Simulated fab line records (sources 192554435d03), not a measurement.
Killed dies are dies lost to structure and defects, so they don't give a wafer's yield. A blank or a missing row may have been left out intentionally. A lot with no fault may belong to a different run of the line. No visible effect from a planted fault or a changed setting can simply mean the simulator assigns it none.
Code-filled problem report in 8D (eight disciplines) form / flow n5Finfet / the parts of the form that need people (team, actions taken, sign-off) are left out

## 1. THE ISSUE
trenchDepthNm at N5_BEOL_M13_OCD_MEAS_35 reads a mean of 358 nm on 2 wafers of 2 lots; wafers without a fault read 414 nm with a standard deviation of 6.8. Relative to the usual mean, that is a shift of -8.3 standard deviations.
First observed at day 16 06:10: wafer L297.6, on ocd-02. Wafers with a number at this step in the record: 21, from 7 lots. By rule, "out" or "out of limits" means more than 4 standard deviations away from the usual mean. Any other wafer with a number is counted as sound.

## 2. WHAT IT IS, AND WHAT IT ISN'T
question=which readings at this step | is=trenchDepthNm | is not=-
question=which lots | is=L297, L298 | is not=L279, L280, L285, L299, L300
question=which wafers of those lots | is=L297.6, L298.3 | is not=L297.1, L297.5, L298.2, L298.4
question=read on which gauges | is=ocd-02 | is not=ocd-01
question=when | is=from day 16 06:10 | is not=up to then (11 sound wafers); but 8 sound wafers of L298, L299, L300 came after

## 3. WHAT RULES OUT EACH SUSPECT
Counting: any tool at a process step up to the reading remains a suspect provided it ran every lot that is out. Sound lots after the first of them don't rule it out here, since some wafers of a struck lot are sound.
- the gauge at N5_BEOL_M13_OCD_MEAS_35: ruled out. All the wafers that are out were read on ocd-02, but those of them that N5_BEOL_M13_THK_MEAS_50 has rows for are out there too, on other tools.
- rieDiel-03 at N5_BEOL_M13_ETCH_67 (etches SiARC in CF4, target depth 143 nm, time 238.3 s): kept. Ran every lot that is out, first one L297 (day 16 05:37); last sound lot up to then L280 (day 11 12:33).
- rieDiel-03 at N5_BEOL_M13_TRENCH_ETCH_34 (etches SiOC in C4F8/O2/Ar, target depth 413.47 nm, time 162.6 s): kept. Ran every lot that is out, first one L297 (day 16 05:59); last sound lot up to then L280 (day 11 12:55).
- At N5_BEOL_M13_ETCH_67, inside rieDiel-03: chamber 1 took the wafers that are out, while their sound lot-mates went through chambers 0, 2, 3.
- At N5_BEOL_M13_TRENCH_ETCH_34, inside rieDiel-03: chamber 1 took the wafers that are out, while their sound lot-mates went through chambers 0, 2, 3.
What counting leaves: rieDiel-03 at N5_BEOL_M13_ETCH_67 and rieDiel-03 at N5_BEOL_M13_TRENCH_ETCH_34.

## 4. THE CAUSE (what the simulator had put in)
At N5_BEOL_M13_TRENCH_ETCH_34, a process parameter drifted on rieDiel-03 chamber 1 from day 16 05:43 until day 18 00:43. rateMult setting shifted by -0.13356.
Of the 2 suspects that counting leaves, this tool is one.

## 5. SEQUENCE OF EFFECTS, ordered by route
Each row: a reading whose mean over the struck wafers that have a number lies more than 3 standard deviations from the usual. Only readings whose record carries a usual standard deviation are examined. hours: median over the lots of the time between each lot's start at the first step of this table that gives one and its start at this step. sigmas: the change, counted in usual standard deviations.
hours=0; step=N5_BEOL_M13_OCD_MEAS_35; reading=trenchDepthNm; usual=414 nm; on struck wafers=358; change=-56; sigmas=-8.3
hours=2; step=N5_BEOL_M13_THK_MEAS_50; reading=M13_THK; usual=418 nm; on struck wafers=362; change=-56; sigmas=-7.2
hours=2; step=N5_BEOL_M13_RS_MEAS_54; reading=M13_RS; usual=0.0449 ohm/sq; on struck wafers=0.0521; change=+0.0072; sigmas=+9.6
hours=17; step=N5_BEOL_M15_RC_MEAS_101; reading=SERP_M13; usual=0.309 ohm/um; on struck wafers=0.363; change=+0.054; sigmas=+8.4
hours=17; step=N5_BEOL_M15_RC_MEAS_101; reading=SERP_M13_max_site; usual=0.313 ohm/um; on struck wafers=0.367; change=+0.054; sigmas=+8.3

## 6. HOW IT WOULD HAVE BEEN CAUGHT EARLIER
Counted from the fault's start at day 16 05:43, it took 0 hours until the first out-of-limits reading at a measuring or inspecting step in this record, taken at day 16 06:10.
Of the tool readings at N5_BEOL_M13_TRENCH_ETCH_34 for which the record gives a usual standard deviation, none was out on any struck wafer, so an alarm limit of 4 standard deviations on them would not have fired.
Lots out: 2; of these, L298 started N5_BEOL_M13_TRENCH_ETCH_34 on rieDiel-03 after day 16 06:10. A hold on the tool at that time would have spared it.
